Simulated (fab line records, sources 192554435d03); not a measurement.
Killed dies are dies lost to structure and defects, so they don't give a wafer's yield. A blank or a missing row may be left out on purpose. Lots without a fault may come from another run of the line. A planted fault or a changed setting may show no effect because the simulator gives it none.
Chamber matching | flow n5_finfet | N5_BEOL_M7_ILD_DEP_00 on pecvd-01: 3 sister chambers
The step deposits SiCOH lowk from DEMS/porogen, target thk 179.75 nm, time 33.4 s. 24 wafers are shown with their chamber, then 12 later ones without.

WAFERS WITH THEIR CHAMBER
wafer  | chamber | throttle_valve_pct (%) | showerhead_plenum_p_Torr (Torr) | heater_power_outer_w (W)
L075.3 | 1       | 14.6                   | 5.766                           | 152
L075.4 | 0       | 14.1                   | 5.688                           | 150
L075.5 | 2       | 13.1                   | 5.696                           | 146
L074.3 | 0       | 13.9                   | 5.706                           | 158
L074.5 | 2       | 13.0                   | 5.692                           | 114
L074.6 | 0       | 14.2                   | 5.707                           | 163
L076.2 | 0       | 14.2                   | 5.713                           | 149
L076.4 | 1       | 14.6                   | 5.765                           | 207
L076.5 | 2       | 13.2                   | 5.706                           | 117
L077.1 | 2       | 13.0                   | 5.694                           | 169
L077.3 | 1       | 14.4                   | 5.758                           | 205
L077.5 | 2       | 13.0                   | 5.709                           | 170
L079.2 | 1       | 14.5                   | 5.768                           | 214
L079.3 | 2       | 12.9                   | 5.686                           | 127
L079.6 | 0       | 14.1                   | 5.717                           | 158
L083.1 | 0       | 14.1                   | 5.701                           | 124
L083.3 | 2       | 13.2                   | 5.704                           | 162
L083.4 | 2       | 13.1                   | 5.698                           | 169
L087.2 | 2       | 13.2                   | 5.712                           | 120
L087.3 | 0       | 14.5                   | 5.700                           | 144
L087.6 | 0       | 14.4                   | 5.697                           | 145
L088.4 | 2       | 13.2                   | 5.701                           | 164
L088.5 | 1       | 14.7                   | 5.785                           | 179
L088.6 | 0       | 14.1                   | 5.709                           | 120

SIGNATURES (means of the wafers above)
reading                  | chamber 0 | chamber 1 | chamber 2 | scatter within a chamber
throttle_valve_pct       | 14.178    | 14.560    | 13.090    | 0.141
showerhead_plenum_p_Torr | 5.70422   | 5.76840   | 5.69980   | 0.00876
heater_power_outer_w     | 145.67    | 191.40    | 145.80    | 21.3
Rule: a wafer's distance from a chamber is the root of the sum, over the readings, of the square of ((its reading less the chamber's mean) divided by the reading's scatter). The wafer belongs to the nearest chamber; if the next one is less than 2 further off, it can't be placed. The scatter: the root of (the sum of the squares of (reading less its chamber's mean) over the shown wafers, divided by (wafers less chambers)).

WAFERS WITHOUT THEIR CHAMBER
wafer  | throttle_valve_pct (%) | showerhead_plenum_p_Torr (Torr) | heater_power_outer_w (W)
L086.2 | 13.4                   | 5.699                           | 132
L086.4 | 13.1                   | 5.689                           | 132
L086.5 | 13.0                   | 5.703                           | 137
L089.1 | 13.0                   | 5.709                           | 129
L089.3 | 14.6                   | 5.785                           | 202
L089.4 | 13.1                   | 5.711                           | 134
L094.1 | 14.4                   | 5.761                           | 196
L094.2 | 14.1                   | 5.698                           | 166
L094.6 | 13.3                   | 5.717                           | 161
L095.2 | 14.7                   | 5.757                           | 204
L095.3 | 13.4                   | 5.700                           | 135
L095.5 | 14.3                   | 5.699                           | 154

WHICH CHAMBER EACH WENT THROUGH
wafer  | from the rows above | in truth
L086.2 | 2                   | 2
L086.4 | 2                   | 2
L086.5 | 2                   | 2
L089.1 | 2                   | 2
L089.3 | 1                   | 1
L089.4 | 2                   | 2
L094.1 | 1                   | 1
L094.2 | 0                   | 0
L094.6 | 2                   | 2
L095.2 | 1                   | 1
L095.3 | 2                   | 2
L095.5 | 0                   | 0
Placed correctly: 12 of 12. Can't be placed from these rows: 0. Placed wrongly: 0.
